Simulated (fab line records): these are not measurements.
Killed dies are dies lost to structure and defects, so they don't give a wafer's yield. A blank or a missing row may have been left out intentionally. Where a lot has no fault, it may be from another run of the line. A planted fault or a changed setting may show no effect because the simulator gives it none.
Which tool is to blame? :: flow nand harc :: 42 wafers from 14 lots sampled at 4 of the route's 1159 steps

## WHAT THE GAUGES READ, wafer by wafer
NHARC_P_CONTACT_CD_MEAS_12: the cd target is 90 nm.
lot: L966
measured: day 5 15:09
on: cd sem-01
cd nm (nm): 89.9 89.1 90.0

lot: L968
measured: day 5 20:28
on: cd sem-03
cd nm (nm): 89.7 88.9 90.6

lot: L967
measured: day 5 20:43
on: cd sem-02
cd nm (nm): 89.8 90.1 90.1

lot: L969
measured: day 5 21:45
on: cd sem-01
cd nm (nm): 89.2 89.1 89.0

lot: L970
measured: day 6 15:25
on: cd sem-01
cd nm (nm): 89.9 90.4 90.3

lot: L971
measured: day 6 15:53
on: cd sem-01
cd nm (nm): 90.0 89.6 89.8

lot: L972
measured: day 6 21:23
on: cd sem-03
cd nm (nm): 88.6 89.0 88.6

lot: L973
measured: day 7 05:43
on: cd sem-01
cd nm (nm): 89.5 90.3 90.0

lot: L974
measured: day 7 12:31
on: cd sem-03
cd nm (nm): 90.1 90.1 90.6

lot: L981
measured: day 9 10:19
on: cd sem-03
cd nm (nm): 110.2 111.6 110.6

lot: L982
measured: day 9 22:20
on: cd sem-02
cd nm (nm): 107.4 106.9 107.3

lot: L984
measured: day 10 01:34
on: cd sem-03
cd nm (nm): 91.7 91.1 90.5

lot: L985
measured: day 10 03:47
on: cd sem-03
cd nm (nm): 90.8 89.6 90.6

lot: L986
measured: day 10 13:24
on: cd sem-01
cd nm (nm): 90.2 90.3 90.3

## TOOL THAT RAN EACH LOT (tool first, then ch and the chambers of the sampled wafers, then the start)
lot: L966
NHARC_P_GATE_STRIP_95: plasma asher-02 ch 0,1, day 5 11:15
NHARC_P_CONTACT_DEP_00: pecvd-04 ch 0,1,2, day 5 15:04 or earlier
NHARC_P_CONTACT_PEB_10: litho track-06 ch 0, day 5 15:04

lot: L968
NHARC_P_GATE_STRIP_95: plasma asher-01 ch 0,1, day 5 16:54
NHARC_P_CONTACT_DEP_00: pecvd-04 ch 0,1,2, day 5 20:23 or earlier
NHARC_P_CONTACT_PEB_10: litho track-06 ch 0, day 5 20:23

lot: L967
NHARC_P_GATE_STRIP_95: plasma asher-02 ch 0,1, day 5 17:16
NHARC_P_CONTACT_DEP_00: pecvd-01 ch 0,1,2, day 5 20:38 or earlier
NHARC_P_CONTACT_PEB_10: litho track-04 ch 0, day 5 20:38

lot: L969
NHARC_P_GATE_STRIP_95: plasma asher-01 ch 0, day 5 17:57
NHARC_P_CONTACT_DEP_00: pecvd-01 ch 1,2, day 5 21:40 or earlier
NHARC_P_CONTACT_PEB_10: litho track-01 ch 0, day 5 21:40

lot: L970
NHARC_P_GATE_STRIP_95: plasma asher-02 ch 0,1, day 6 12:05
NHARC_P_CONTACT_DEP_00: pecvd-03 ch 0,1,2, day 6 15:20 or earlier
NHARC_P_CONTACT_PEB_10: litho track-04 ch 0, day 6 15:20

lot: L971
NHARC_P_GATE_STRIP_95: plasma asher-01 ch 0,1, day 6 12:31
NHARC_P_CONTACT_DEP_00: pecvd-03 ch 0,2, day 6 15:49 or earlier
NHARC_P_CONTACT_PEB_10: litho track-04 ch 0, day 6 15:49

lot: L972
NHARC_P_GATE_STRIP_95: plasma asher-02 ch 0,1, day 6 17:57
NHARC_P_CONTACT_DEP_00: pecvd-03 ch 0,1,2, day 6 21:19 or earlier
NHARC_P_CONTACT_PEB_10: litho track-01 ch 0, day 6 21:19

lot: L973
NHARC_P_GATE_STRIP_95: plasma asher-01 ch 0,1, day 7 02:11
NHARC_P_CONTACT_DEP_00: pecvd-03 ch 0,1,2, day 7 05:37 or earlier
NHARC_P_CONTACT_PEB_10: litho track-04 ch 0, day 7 05:37

lot: L974
NHARC_P_GATE_STRIP_95: plasma asher-02 ch 0,1, day 7 08:55
NHARC_P_CONTACT_DEP_00: pecvd-03 ch 0,1, day 7 12:26 or earlier
NHARC_P_CONTACT_PEB_10: litho track-06 ch 0, day 7 12:26

lot: L981
NHARC_P_GATE_STRIP_95: plasma asher-02 ch 0, day 9 06:23
NHARC_P_CONTACT_DEP_00: pecvd-01 ch 0,1,2, day 9 10:14 or earlier
NHARC_P_CONTACT_PEB_10: litho track-01 ch 0, day 9 10:14

lot: L982
NHARC_P_GATE_STRIP_95: plasma asher-01 ch 0,1, day 9 18:25
NHARC_P_CONTACT_DEP_00: pecvd-03 ch 0,2, day 9 22:16 or earlier
NHARC_P_CONTACT_PEB_10: litho track-01 ch 0, day 9 22:16

lot: L984
NHARC_P_GATE_STRIP_95: plasma asher-02 ch 0,1, day 9 22:14
NHARC_P_CONTACT_DEP_00: pecvd-04 ch 0,1,2, day 10 01:29 or earlier
NHARC_P_CONTACT_PEB_10: litho track-04 ch 0, day 10 01:29

lot: L985
NHARC_P_GATE_STRIP_95: plasma asher-01 ch 1, day 10 00:28
NHARC_P_CONTACT_DEP_00: pecvd-04 ch 0,1, day 10 03:43 or earlier
NHARC_P_CONTACT_PEB_10: litho track-04 ch 0, day 10 03:43

lot: L986
NHARC_P_GATE_STRIP_95: plasma asher-02 ch 0,1, day 10 09:56
NHARC_P_CONTACT_DEP_00: pecvd-01 ch 0,2, day 10 13:19 or earlier
NHARC_P_CONTACT_PEB_10: litho track-06 ch 0, day 10 13:19
- NHARC_P_GATE_STRIP_95: strips in O2.
- NHARC_P_CONTACT_DEP_00: deposits SiO2, target thk 500 nm.
- NHARC_P_CONTACT_PEB_10: peb time 65 s.

## WHAT THE TOOLS THEMSELVES READ (means of the sampled wafers that have a number; where no wafer has one, the mark that the record gives instead)
NHARC_P_GATE_STRIP_95.
lot: L966
tool: plasma asher-02
drypump motor current A (A): 5.84
heater power w (W): 349

lot: L968
tool: plasma asher-01
drypump motor current A (A): 5.96
heater power w (W): 300

lot: L967
tool: plasma asher-02
drypump motor current A (A): 5.70
heater power w (W): 347

lot: L969
tool: plasma asher-01
drypump motor current A (A): 5.52
heater power w (W): 385

lot: L970
tool: plasma asher-02
drypump motor current A (A): 5.73
heater power w (W): 342

lot: L971
tool: plasma asher-01
drypump motor current A (A): 5.73
heater power w (W): 335

lot: L972
tool: plasma asher-02
drypump motor current A (A): 5.73
heater power w (W): 351

lot: L973
tool: plasma asher-01
drypump motor current A (A): 5.95
heater power w (W): 301

lot: L974
tool: plasma asher-02
drypump motor current A (A): 5.68
heater power w (W): 344

lot: L981
tool: plasma asher-02
drypump motor current A (A): 5.96
heater power w (W): 342

lot: L982
tool: plasma asher-01
drypump motor current A (A): 5.94
heater power w (W): 292

lot: L984
tool: plasma asher-02
drypump motor current A (A): 5.84
heater power w (W): 342

lot: L985
tool: plasma asher-01
drypump motor current A (A): 6.18
heater power w (W): 257

lot: L986
tool: plasma asher-02
drypump motor current A (A): 5.71
heater power w (W): 341

NHARC_P_CONTACT_DEP_00.
lot: L966
tool: pecvd-04
chamber pressure Torr (Torr): 6.500
heater power w (W): 593
throttle valve pct (%): 16.1

lot: L968
tool: pecvd-04
chamber pressure Torr (Torr): 6.497
heater power w (W): 536
throttle valve pct (%): 16.0

lot: L967
tool: pecvd-01
chamber pressure Torr (Torr): 6.499
heater power w (W): 582
throttle valve pct (%): 16.3

lot: L969
tool: pecvd-01
chamber pressure Torr (Torr): 6.500
heater power w (W): 595
throttle valve pct (%): 16.4

lot: L970
tool: pecvd-03
chamber pressure Torr (Torr): 6.505
heater power w (W): 601
throttle valve pct (%): 16.0

lot: L971
tool: pecvd-03
chamber pressure Torr (Torr): 6.495
heater power w (W): 524
throttle valve pct (%): 16.0

lot: L972
tool: pecvd-03
chamber pressure Torr (Torr): 6.508
heater power w (W): 596
throttle valve pct (%): 15.9

lot: L973
tool: pecvd-03
chamber pressure Torr (Torr): 6.488
heater power w (W): 610
throttle valve pct (%): 16.1

lot: L974
tool: pecvd-03
chamber pressure Torr (Torr): 6.516
heater power w (W): 539
throttle valve pct (%): 16.1

lot: L981
tool: pecvd-01
chamber pressure Torr (Torr): 6.507
heater power w (W): 632
throttle valve pct (%): 16.3

lot: L982
tool: pecvd-03
chamber pressure Torr (Torr): 6.499
heater power w (W): 520
throttle valve pct (%): 16.0

lot: L984
tool: pecvd-04
chamber pressure Torr (Torr): 6.505
heater power w (W): 581
throttle valve pct (%): 15.7

lot: L985
tool: pecvd-04
chamber pressure Torr (Torr): 6.509
heater power w (W): 452
throttle valve pct (%): 15.6

lot: L986
tool: pecvd-01
chamber pressure Torr (Torr): 6.502
heater power w (W): 649
throttle valve pct (%): 16.1

NHARC_P_CONTACT_PEB_10.
lot: L966
tool: litho track-06
heater power total W (W): 156.9

lot: L968
tool: litho track-06
heater power total W (W): 156.9

lot: L967
tool: litho track-04
heater power total W (W): 156.7

lot: L969
tool: litho track-01
heater power total W (W): 156.6

lot: L970
tool: litho track-04
heater power total W (W): 156.5

lot: L971
tool: litho track-04
heater power total W (W): 156.3

lot: L972
tool: litho track-01
heater power total W (W): 156.7

lot: L973
tool: litho track-04
heater power total W (W): 156.6

lot: L974
tool: litho track-06
heater power total W (W): 156.8

lot: L981
tool: litho track-01
heater power total W (W): 156.9

lot: L982
tool: litho track-01
heater power total W (W): 156.9

lot: L984
tool: litho track-04
heater power total W (W): 156.2

lot: L985
tool: litho track-04
heater power total W (W): 156.3

lot: L986
tool: litho track-06
heater power total W (W): 156.6

## THE ANSWER, worked out from the rows above alone
Rule: usual is defined by the lots themselves. The widest of any qualifying gaps counts: lots, ordered by their means at a reading, are off when they make up no more than a third of the lots, leave a main group of 4 or more, and stand apart from it by 3 or more times the standard deviation of that group's means. If all means in a main group match to the digits the tables above print for the reading, that group is not used. A lot without any number at a reading at which 4 lots or more have one is off too. The other lots that the step has rows for count as sound. Order of review: gauges by route order, followed by the tools' own readings, for which a lot's mean as printed above is used. At the first step where some lot is off, the reading lying furthest off is the one used; lots without a number count as furthest.
Off: L981, L982 (NHARC_P_CONTACT_CD_MEAS_12, cd nm). For the main group the mean is 89.9 nm and the standard deviation 0.58.
If a tool, at a process step before that reading, ran all the lots that are off and no sound lot after the first of them, it fits. Gauges at NHARC_P_CONTACT_CD_MEAS_12: tried the same way as those tools. NHARC_P_CONTACT_DEP_00: start missing for some lots; hours and lot order therefore follow NHARC_P_CONTACT_PEB_10. One candidate fits, namely litho track-01 at NHARC_P_CONTACT_PEB_10. Its last sound lot is L972 (day 6 21:19), its first lot that is off L981 (day 9 10:14): a fault that began between those two fits.

## WHAT THE SIMULATOR HAD PUT IN
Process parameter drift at NHARC_P_CONTACT_PEB_10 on litho track-01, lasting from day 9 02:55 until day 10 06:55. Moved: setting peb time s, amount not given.
Shown lots that were struck: L981, L982. The rule above found the same.
